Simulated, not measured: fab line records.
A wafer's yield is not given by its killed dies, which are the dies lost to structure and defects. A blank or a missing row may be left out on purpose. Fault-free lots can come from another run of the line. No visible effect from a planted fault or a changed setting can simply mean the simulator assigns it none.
Chamber matching / flow n5_finfet / ald_sin-04 running N5_BEOL_M3_ALD_98: 4 sister chambers
The step deposits SiO2, target thk 2.5 nm, pulse time 1 s, co reactant pulse time 1 s. 16 wafers are shown with their chamber, then 8 later ones without.

== WAFERS PAIRED WITH THEIR CHAMBERS ==
wafer=L075.1; chamber=1; heater_power_w (W)=82; precursor_pulse_height_rel=0.999
wafer=L075.2; chamber=3; heater_power_w (W)=75; precursor_pulse_height_rel=1.007
wafer=L075.3; chamber=0; heater_power_w (W)=75; precursor_pulse_height_rel=1.024
wafer=L077.2; chamber=1; heater_power_w (W)=81; precursor_pulse_height_rel=0.974
wafer=L077.3; chamber=2; heater_power_w (W)=78; precursor_pulse_height_rel=0.973
wafer=L077.5; chamber=1; heater_power_w (W)=82; precursor_pulse_height_rel=0.986
wafer=L080.4; chamber=3; heater_power_w (W)=74; precursor_pulse_height_rel=1.009
wafer=L080.5; chamber=0; heater_power_w (W)=77; precursor_pulse_height_rel=1.021
wafer=L080.6; chamber=3; heater_power_w (W)=74; precursor_pulse_height_rel=0.984
wafer=L081.3; chamber=3; heater_power_w (W)=77; precursor_pulse_height_rel=1.005
wafer=L081.4; chamber=2; heater_power_w (W)=79; precursor_pulse_height_rel=0.992
wafer=L081.5; chamber=1; heater_power_w (W)=83; precursor_pulse_height_rel=1.013
wafer=L083.2; chamber=1; heater_power_w (W)=82; precursor_pulse_height_rel=0.994
wafer=L083.4; chamber=2; heater_power_w (W)=78; precursor_pulse_height_rel=1.023
wafer=L083.6; chamber=2; heater_power_w (W)=79; precursor_pulse_height_rel=1.013
wafer=L087.1; chamber=3; heater_power_w (W)=75; precursor_pulse_height_rel=1.001

SIGNATURES, as means of the wafers listed above
reading=heater_power_w; chamber 0=76.00; chamber 1=82.00; chamber 2=78.50; chamber 3=75.00; scatter within a chamber=0.957
reading=precursor_pulse_height_rel; chamber 0=1.02250; chamber 1=0.99320; chamber 2=1.00025; chamber 3=1.00120; scatter within a chamber=0.0151
Rule: a wafer lies at a distance from a chamber equal to the root of the sum of squares, over the readings, of (its reading less the chamber's mean, divided by the reading's scatter). The wafer belongs to the nearest chamber; if the next one is less than 2 further off, it can't be placed. The scatter: the root of (the sum of the squares of (reading less its chamber's mean) over the shown wafers, divided by (wafers less chambers)).

== WAFERS MISSING THEIR CHAMBER ==
wafer=L087.5; heater_power_w (W)=75; precursor_pulse_height_rel=1.001
wafer=L087.6; heater_power_w (W)=78; precursor_pulse_height_rel=0.997
wafer=L088.1; heater_power_w (W)=80; precursor_pulse_height_rel=0.985
wafer=L088.4; heater_power_w (W)=77; precursor_pulse_height_rel=0.996
wafer=L088.5; heater_power_w (W)=78; precursor_pulse_height_rel=0.979
wafer=L096.1; heater_power_w (W)=77; precursor_pulse_height_rel=1.004
wafer=L096.4; heater_power_w (W)=78; precursor_pulse_height_rel=1.026
wafer=L096.6; heater_power_w (W)=81; precursor_pulse_height_rel=1.009

== WHICH CHAMBER EACH WENT THROUGH ==
wafer=L087.5; from the rows above=can't be placed: 3 or 0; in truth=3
wafer=L087.6; from the rows above=2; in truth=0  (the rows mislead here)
wafer=L088.1; from the rows above=can't be placed: 2 or 1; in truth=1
wafer=L088.4; from the rows above=can't be placed: 2 or 0 or 3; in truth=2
wafer=L088.5; from the rows above=can't be placed: 2 or 3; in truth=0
wafer=L096.1; from the rows above=can't be placed: 2 or 0 or 3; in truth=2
wafer=L096.4; from the rows above=can't be placed: 2 or 0 or 3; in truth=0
wafer=L096.6; from the rows above=can't be placed: 1 or 2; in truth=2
0 of 8 placed correctly. Cannot be placed on the basis of these rows: 7; the candidates contain the true chamber in 6. Placed wrongly: 1.
